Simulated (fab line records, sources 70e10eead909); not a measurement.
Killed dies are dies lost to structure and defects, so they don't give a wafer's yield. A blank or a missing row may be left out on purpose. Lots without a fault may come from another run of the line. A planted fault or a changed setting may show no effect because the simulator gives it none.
Chamber matching | flow nand_harc | NHARC_A_SGD_CUT_DEP_00 on pecvd-02: 3 sister chambers
The step deposits SiNx, target thk 50 nm. 20 wafers are shown with their chamber, then 10 later ones without.

WAFERS WITH THEIR CHAMBER
wafer  | chamber | heater_power_w (W) | rf_fwd_power_W (W)
L075.2 | 2       | 691                | 446.4
L075.3 | 1       | 551                | 447.6
L075.4 | 1       | 549                | 447.9
L077.1 | 0       | 717                | 444.4
L077.3 | 1       | 593                | 449.6
L077.4 | 0       | 725                | 444.0
L081.1 | 0       | 880                | 451.3
L081.2 | 2       | 670                | 446.9
L081.5 | 1       | 598                | 447.7
L080.1 | 2       | 578                | 447.2
L080.5 | 1       | 650                | 446.8
L080.6 | 2       | 575                | 447.7
L087.1 | 2       | 642                | 446.1
L087.3 | 0       | 813                | 446.7
L087.5 | 1       | 656                | 447.9
L086.1 | 1       | 653                | 448.7
L086.2 | 2       | 615                | 446.9
L086.6 | 1       | 667                | 447.2
L096.1 | 1       | 602                | 449.0
L096.2 | 2       | 651                | 448.6

SIGNATURES (means of the wafers above)
reading        | chamber 0 | chamber 1 | chamber 2 | scatter within a chamber
heater_power_w | 783.75    | 613.22    | 631.71    | 52.2
rf_fwd_power_W | 446.600   | 448.044   | 447.114   | 1.61
Rule: a wafer's distance from a chamber is the root of the sum, over the readings, of the square of ((its reading less the chamber's mean) divided by the reading's scatter). The wafer belongs to the nearest chamber; if the next one is less than 2 further off, it can't be placed. The scatter: the root of (the sum of the squares of (reading less its chamber's mean) over the shown wafers, divided by (wafers less chambers)).

WAFERS WITHOUT THEIR CHAMBER
wafer  | heater_power_w (W) | rf_fwd_power_W (W)
L096.6 | 843                | 443.8
L094.2 | 603                | 447.4
L094.4 | 613                | 448.3
L094.5 | 832                | 446.4
L093.1 | 529                | 446.8
L093.3 | 846                | 446.1
L093.6 | 854                | 446.2
L097.3 | 713                | 446.5
L097.4 | 655                | 448.4
L097.6 | 746                | 444.1

WHICH CHAMBER EACH WENT THROUGH
wafer  | from the rows above          | in truth
L096.6 | 0                            | 0
L094.2 | can't be placed: 1 or 2      | 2
L094.4 | can't be placed: 1 or 2      | 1
L094.5 | 0                            | 0
L093.1 | can't be placed: 1 or 2      | 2
L093.3 | 0                            | 0
L093.6 | 0                            | 0
L097.3 | can't be placed: 0 or 2 or 1 | 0
L097.4 | can't be placed: 1 or 2 or 0 | 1
L097.6 | can't be placed: 0 or 2 or 1 | 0
Placed correctly: 4 of 10. Can't be placed from these rows: 6 (the true chamber is among the candidates in 6). Placed wrongly: 0.
